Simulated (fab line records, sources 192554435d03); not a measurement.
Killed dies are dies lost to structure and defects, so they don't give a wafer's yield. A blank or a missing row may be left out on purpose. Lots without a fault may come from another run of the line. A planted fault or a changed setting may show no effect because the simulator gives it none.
Which tool did it? | flow n5_finfet | 24 lots, 72 wafers sampled, at 5 steps of a route of 1938

WHAT THE GAUGES READ, wafer by wafer
N5_BEOL_M14_INSPECT_12: inspects for defects (macro).
lot  | measured     | on                | raw_defect_count
L074 | day 11 05:11 | defect_inspect-01 | 2 1 5
L075 | day 11 08:52 | defect_inspect-02 | 1 1 1
L076 | day 12 00:19 | defect_inspect-01 | 1 2 1
L077 | day 12 05:25 | defect_inspect-01 | 2 4 3
L080 | day 12 12:56 | defect_inspect-01 | 3 2 1
L078 | day 12 13:49 | defect_inspect-01 | 3 1 2
L079 | day 12 14:46 | defect_inspect-02 | 2 3 1
L081 | day 13 02:26 | defect_inspect-02 | 1 2 2
L083 | day 13 03:02 | defect_inspect-02 | 0 2 2
L082 | day 13 08:35 | defect_inspect-02 | 0 1 1
L084 | day 13 20:01 | defect_inspect-02 | 1 1 2
L085 | day 13 23:31 | defect_inspect-02 | 0 1 4
L086 | day 14 05:44 | defect_inspect-02 | 1 1 1
L087 | day 14 13:55 | defect_inspect-01 | 0 3 2
L089 | day 14 14:34 | defect_inspect-01 | 3 3 1
L091 | day 14 22:56 | defect_inspect-02 | 0 2 4
L088 | day 14 23:11 | defect_inspect-01 | 0 3 3
L090 | day 15 14:35 | defect_inspect-02 | 1 5 4
L092 | day 15 20:24 | defect_inspect-02 | 2 2 5
L093 | day 16 11:35 | defect_inspect-01 | 0 4 1
L095 | day 16 13:09 | defect_inspect-02 | 2 1 1
L096 | day 17 05:56 | defect_inspect-01 | 6 2 2
L094 | day 17 10:24 | defect_inspect-02 | 3 2 2
L097 | day 17 21:39 | defect_inspect-02 | 2 4 1

WHICH TOOL RAN EACH LOT (tool, then ch and the chambers of the sampled wafers, then the start)
lot  | N5_BEOL_M13_STRIP_37                 | N5_BEOL_M13_PRE_CLEAN_42     | N5_BEOL_M13_SPUTTER_43       | N5_BEOL_M13_SPUTTER_45
L074 | plasma_asher-02 ch 0, day 10 22:54   | pvd_sputter-01, day 11 03:11 | pvd_sputter-01, day 11 03:14 | pvd_sputter-01, day 11 03:23
L075 | plasma_asher-01 ch 0, day 11 06:13   | pvd_sputter-02, day 11 06:56 | pvd_sputter-02, day 11 06:58 | pvd_sputter-02, day 11 07:08
L076 | plasma_asher-02 ch 1, day 11 18:20   | pvd_sputter-03, day 11 22:29 | pvd_sputter-03, day 11 22:32 | pvd_sputter-03, day 11 22:41
L077 | plasma_asher-01 ch 0,1, day 12 01:48 | pvd_sputter-02, day 12 03:34 | pvd_sputter-02, day 12 03:37 | pvd_sputter-02, day 12 03:46
L080 | plasma_asher-01 ch 0,1, day 12 07:49 | pvd_sputter-03, day 12 11:07 | pvd_sputter-03, day 12 11:09 | pvd_sputter-03, day 12 11:19
L078 | plasma_asher-02 ch 0,1, day 12 11:32 | pvd_sputter-02, day 12 11:52 | pvd_sputter-02, day 12 11:55 | pvd_sputter-02, day 12 12:04
L079 | plasma_asher-01 ch 0,1, day 12 12:26 | pvd_sputter-01, day 12 12:56 | pvd_sputter-01, day 12 12:58 | pvd_sputter-01, day 12 13:08
L081 | plasma_asher-01 ch 0,1, day 12 23:09 | pvd_sputter-01, day 13 00:29 | pvd_sputter-01, day 13 00:31 | pvd_sputter-01, day 13 00:41
L083 | plasma_asher-02 ch 0,1, day 13 00:34 | pvd_sputter-03, day 13 01:06 | pvd_sputter-03, day 13 01:08 | pvd_sputter-03, day 13 01:18
L082 | plasma_asher-02 ch 0,1, day 13 04:10 | pvd_sputter-01, day 13 06:37 | pvd_sputter-01, day 13 06:40 | pvd_sputter-01, day 13 06:49
L084 | plasma_asher-01 ch 0,1, day 13 17:01 | pvd_sputter-02, day 13 18:12 | pvd_sputter-02, day 13 18:14 | pvd_sputter-02, day 13 18:24
L085 | plasma_asher-01 ch 0,1, day 13 20:56 | pvd_sputter-02, day 13 21:42 | pvd_sputter-02, day 13 21:44 | pvd_sputter-02, day 13 21:54
L086 | plasma_asher-01 ch 0,1, day 14 02:25 | pvd_sputter-02, day 14 03:55 | pvd_sputter-02, day 14 03:58 | pvd_sputter-02, day 14 04:07
L087 | plasma_asher-01 ch 0,1, day 14 07:52 | pvd_sputter-02, day 14 11:58 | pvd_sputter-02, day 14 12:01 | pvd_sputter-02, day 14 12:10
L089 | plasma_asher-02 ch 0,1, day 14 10:11 | pvd_sputter-02, day 14 12:45 | pvd_sputter-02, day 14 12:47 | pvd_sputter-02, day 14 12:57
L091 | plasma_asher-01 ch 0,1, day 14 19:10 | pvd_sputter-01, day 14 20:50 | pvd_sputter-01, day 14 20:52 | pvd_sputter-01, day 14 21:02
L088 | plasma_asher-02 ch 0,1, day 14 20:01 | pvd_sputter-02, day 14 21:10 | pvd_sputter-02, day 14 21:13 | pvd_sputter-02, day 14 21:22
L090 | plasma_asher-02 ch 0,1, day 15 04:17 | pvd_sputter-02, day 15 05:11 | pvd_sputter-02, day 15 05:13 | pvd_sputter-02, day 15 05:23
L092 | plasma_asher-02 ch 0,1, day 15 17:20 | pvd_sputter-02, day 15 18:03 | pvd_sputter-02, day 15 18:05 | pvd_sputter-02, day 15 18:15
L093 | plasma_asher-02 ch 0,1, day 16 03:52 | pvd_sputter-01, day 16 09:41 | pvd_sputter-01, day 16 09:43 | pvd_sputter-01, day 16 09:53
L095 | plasma_asher-01 ch 0, day 16 10:32   | pvd_sputter-01, day 16 11:20 | pvd_sputter-01, day 16 11:23 | pvd_sputter-01, day 16 11:32
L096 | plasma_asher-01 ch 0,1, day 17 03:18 | pvd_sputter-01, day 17 03:39 | pvd_sputter-01, day 17 03:41 | pvd_sputter-01, day 17 03:51
L094 | plasma_asher-02 ch 0,1, day 17 07:18 | pvd_sputter-03, day 17 08:14 | pvd_sputter-03, day 17 08:17 | pvd_sputter-03, day 17 08:26
L097 | plasma_asher-01 ch 0,1, day 17 12:41 | pvd_sputter-02, day 17 19:46 | pvd_sputter-02, day 17 19:48 | pvd_sputter-02, day 17 19:58
- N5_BEOL_M13_STRIP_37: strips in N2/H2.
- N5_BEOL_M13_PRE_CLEAN_42: time 30 s.
- N5_BEOL_M13_SPUTTER_43: material TaN, target thk 15 nm, time 24.19 s.
- N5_BEOL_M13_SPUTTER_45: material Cu, target thk 80 nm, time 13.33 s.

WHAT THE TOOLS THEMSELVES READ (means of the sampled wafers that have a number; where no wafer has one, the mark that the record gives instead)
N5_BEOL_M13_STRIP_37.
lot  | tool            | drypump_motor_current_A (A) | h2_flow_sccm (sccm) | heater_power_w (W) | oes_product_au (a.u.)
L074 | plasma_asher-02 | 5.4                         | 3249                | 302                | 0.789
L075 | plasma_asher-01 | 5.2                         | 3248                | 413                | 0.793
L076 | plasma_asher-02 | 5.8                         | 3251                | 349                | 0.787
L077 | plasma_asher-01 | 5.5                         | 3252                | 385                | 0.785
L080 | plasma_asher-01 | 5.7                         | 3254                | 356                | 0.776
L078 | plasma_asher-02 | 5.6                         | 3258                | 319                | 0.792
L079 | plasma_asher-01 | 5.7                         | 3251                | 355                | 0.791
L081 | plasma_asher-01 | 5.7                         | 3244                | 357                | 0.781
L083 | plasma_asher-02 | 5.8                         | 3255                | 336                | 0.768
L082 | plasma_asher-02 | 5.7                         | 3246                | 334                | 0.786
L084 | plasma_asher-01 | 5.7                         | 3251                | 364                | 0.779
L085 | plasma_asher-01 | 5.5                         | 3254                | 385                | 0.786
L086 | plasma_asher-01 | 5.5                         | 3245                | 394                | 0.786
L087 | plasma_asher-01 | 5.7                         | 3256                | 366                | 0.789
L089 | plasma_asher-02 | 5.6                         | 3241                | 320                | 0.772
L091 | plasma_asher-01 | 5.7                         | 3262                | 360                | 0.784
L088 | plasma_asher-02 | 5.7                         | 3257                | 338                | 0.787
L090 | plasma_asher-02 | 5.5                         | 3246                | 322                | 0.776
L092 | plasma_asher-02 | 5.6                         | 3240                | 315                | 0.791
L093 | plasma_asher-02 | 5.6                         | 3248                | 316                | 0.784
L095 | plasma_asher-01 | 5.2                         | 3259                | 407                | 0.764
L096 | plasma_asher-01 | 5.7                         | 3257                | 367                | 0.788
L094 | plasma_asher-02 | 5.7                         | 3245                | 331                | 0.777
L097 | plasma_asher-01 | 5.7                         | 3254                | 357                | 0.789

N5_BEOL_M13_PRE_CLEAN_42.
lot  | tool           | heater_power_w (W)
L074 | pvd_sputter-01 | 332
L075 | pvd_sputter-02 | 330
L076 | pvd_sputter-03 | 315
L077 | pvd_sputter-02 | 345
L080 | pvd_sputter-03 | 312
L078 | pvd_sputter-02 | 330
L079 | pvd_sputter-01 | 318
L081 | pvd_sputter-01 | 325
L083 | pvd_sputter-03 | 317
L082 | pvd_sputter-01 | 329
L084 | pvd_sputter-02 | 305
L085 | pvd_sputter-02 | 327
L086 | pvd_sputter-02 | 328
L087 | pvd_sputter-02 | 276
L089 | pvd_sputter-02 | 327
L091 | pvd_sputter-01 | 316
L088 | pvd_sputter-02 | 345
L090 | pvd_sputter-02 | 301
L092 | pvd_sputter-02 | 345
L093 | pvd_sputter-01 | 315
L095 | pvd_sputter-01 | 314
L096 | pvd_sputter-01 | 312
L094 | pvd_sputter-03 | 314
L097 | pvd_sputter-02 | 297

N5_BEOL_M13_SPUTTER_43.
lot  | tool           | cathode_dc_power_W (W) | throttle_valve_pct (%)
L074 | pvd_sputter-01 | 15000                  | 29.9
L075 | pvd_sputter-02 | 14999                  | 30.1
L076 | pvd_sputter-03 | 14998                  | 30.1
L077 | pvd_sputter-02 | 14999                  | 29.6
L080 | pvd_sputter-03 | 15001                  | 30.2
L078 | pvd_sputter-02 | 14999                  | 30.2
L079 | pvd_sputter-01 | 15003                  | 29.7
L081 | pvd_sputter-01 | 15002                  | 29.8
L083 | pvd_sputter-03 | 15001                  | 30.2
L082 | pvd_sputter-01 | 15004                  | 29.9
L084 | pvd_sputter-02 | 14998                  | 29.7
L085 | pvd_sputter-02 | 15001                  | 30.7
L086 | pvd_sputter-02 | 15000                  | 30.0
L087 | pvd_sputter-02 | 15002                  | 32.1
L089 | pvd_sputter-02 | 15000                  | 30.8
L091 | pvd_sputter-01 | 15002                  | 29.7
L088 | pvd_sputter-02 | 14998                  | 29.4
L090 | pvd_sputter-02 | 15003                  | 30.6
L092 | pvd_sputter-02 | 14998                  | 29.5
L093 | pvd_sputter-01 | 14998                  | 30.0
L095 | pvd_sputter-01 | 14999                  | 29.6
L096 | pvd_sputter-01 | 14999                  | 29.8
L094 | pvd_sputter-03 | 14998                  | 30.1
L097 | pvd_sputter-02 | 15004                  | 31.5

N5_BEOL_M13_SPUTTER_45.
lot  | tool           | cathode_dc_power_W (W) | chuck_gas_flow_sccm (sccm) | throttle_valve_pct (%)
L074 | pvd_sputter-01 | 26001                  | 1.21                       | 29.9
L075 | pvd_sputter-02 | 26000                  | 1.28                       | 30.1
L076 | pvd_sputter-03 | 26001                  | 1.26                       | 30.0
L077 | pvd_sputter-02 | 25998                  | 1.26                       | 29.4
L080 | pvd_sputter-03 | 26003                  | 1.28                       | 30.1
L078 | pvd_sputter-02 | 25999                  | 1.21                       | 30.2
L079 | pvd_sputter-01 | 26006                  | 1.28                       | 29.4
L081 | pvd_sputter-01 | 25996                  | 1.24                       | 29.7
L083 | pvd_sputter-03 | 25996                  | 1.31                       | 30.2
L082 | pvd_sputter-01 | 26006                  | 1.29                       | 29.9
L084 | pvd_sputter-02 | 26002                  | 1.22                       | 30.0
L085 | pvd_sputter-02 | 26003                  | 1.25                       | 31.0
L086 | pvd_sputter-02 | 26004                  | 1.23                       | 30.0
L087 | pvd_sputter-02 | 26002                  | 1.27                       | 32.0
L089 | pvd_sputter-02 | 26003                  | 1.31                       | 31.0
L091 | pvd_sputter-01 | 25998                  | 1.27                       | 30.0
L088 | pvd_sputter-02 | 26001                  | 1.25                       | 29.4
L090 | pvd_sputter-02 | 25998                  | 1.28                       | 30.5
L092 | pvd_sputter-02 | 25995                  | 1.21                       | 29.6
L093 | pvd_sputter-01 | 25999                  | 1.24                       | 29.9
L095 | pvd_sputter-01 | 26001                  | 1.27                       | 29.5
L096 | pvd_sputter-01 | 26003                  | 1.25                       | 29.9
L094 | pvd_sputter-03 | 25999                  | 1.30                       | 30.2
L097 | pvd_sputter-02 | 26003                  | 1.24                       | 31.5

THE ANSWER, worked out from the rows above alone
Rule: what is usual is taken from the lots themselves. Put in order of their means at a reading, lots are off if they are a third of the lots or fewer, leave a main group of 4 or more, and stand apart from it by a gap of 3 or more times the standard deviation of the main group's means; of several such gaps the widest counts. A main group whose means are all the same, to the digits that the tables above print for the reading, isn't used. A lot without any number at a reading at which 4 lots or more have one is off too. The other lots that the step has rows for count as sound. The gauges are gone through in route order, then the tools' own readings, and for those a lot's mean is taken as printed above. The first step at which some lot is off is used, and at that step the reading that is off furthest; a lot without a number counts as furthest.
No lot is off at any reading shown: from this, nothing can be told.

WHAT THE SIMULATOR HAD PUT IN
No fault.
